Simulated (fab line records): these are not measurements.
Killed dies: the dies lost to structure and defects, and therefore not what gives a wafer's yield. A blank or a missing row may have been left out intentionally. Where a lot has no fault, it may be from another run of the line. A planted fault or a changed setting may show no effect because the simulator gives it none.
Matching of chambers    flow nandHarc    NHARC_P_GATE_STRIP_101 on rieDiel-03 has 4 sister chambers
The step strips in O2, time 20 s. 14 wafers are shown with their chamber, then 7 later ones without.

== EACH WAFER AND ITS CHAMBER ==
wafer   chamber  showerheadPlenumPTorr (Torr)  oesProductAu (a.u.)  throttleValvePct (%)
L075.2  1        3.43                          0.987                17.034
L075.3  0        3.35                          1.003                17.035
L075.6  2        3.38                          1.029                17.048
L076.2  3        3.49                          1.005                17.033
L076.3  0        3.35                          1.003                17.051
L076.4  0        3.35                          0.994                17.027
L083.2  0        3.34                          0.997                17.041
L083.3  1        3.42                          0.992                17.051
L083.6  1        3.42                          1.005                17.039
L092.2  2        3.36                          1.015                17.057
L092.3  1        3.41                          0.997                17.052
L092.6  2        3.36                          1.005                17.035
L095.2  1        3.41                          1.014                17.041
L095.4  3        3.47                          1.012                17.031

SIGNATURES, as means of the wafers listed above
reading                chamber 0  chamber 1  chamber 2  chamber 3  scatter within a chamber
showerheadPlenumPTorr  3.3475     3.4180     3.3667     3.4800     0.00906
oesProductAu           0.99925    0.99900    1.01633    1.00850    0.00913
throttleValvePct       17.03850   17.04340   17.04667   17.03200   0.00894
Rule: distance of a wafer from a chamber = root of the sum over the readings of ((wafer's reading minus chamber's mean) / reading's scatter) squared. If the next closest chamber is less than 2 further off than the closest, the wafer can't be placed; otherwise it belongs to the closest. The scatter is the square root of a quotient: the sum, over the shown wafers, of each reading's squared deviation from its chamber's mean, divided by wafers minus chambers.

== WAFERS WITH NO CHAMBER GIVEN ==
wafer   showerheadPlenumPTorr (Torr)  oesProductAu (a.u.)  throttleValvePct (%)
L095.6  3.47                          1.009                17.034
L096.2  3.47                          1.015                17.034
L096.4  3.41                          1.004                17.036
L096.5  3.33                          1.005                17.044
L097.3  3.46                          1.005                17.025
L097.4  3.32                          1.004                17.035
L097.5  3.47                          1.004                17.030

== CHAMBER TAKEN BY EACH ==
wafer   from the rows above  in truth
L095.6  3                    3
L096.2  3                    3
L096.4  1                    1
L096.5  0                    0
L097.3  3                    3
L097.4  0                    0
L097.5  3                    3
Placed correctly: 7 of 7. Number that these rows cannot place: 0. Wrongly placed: 0.
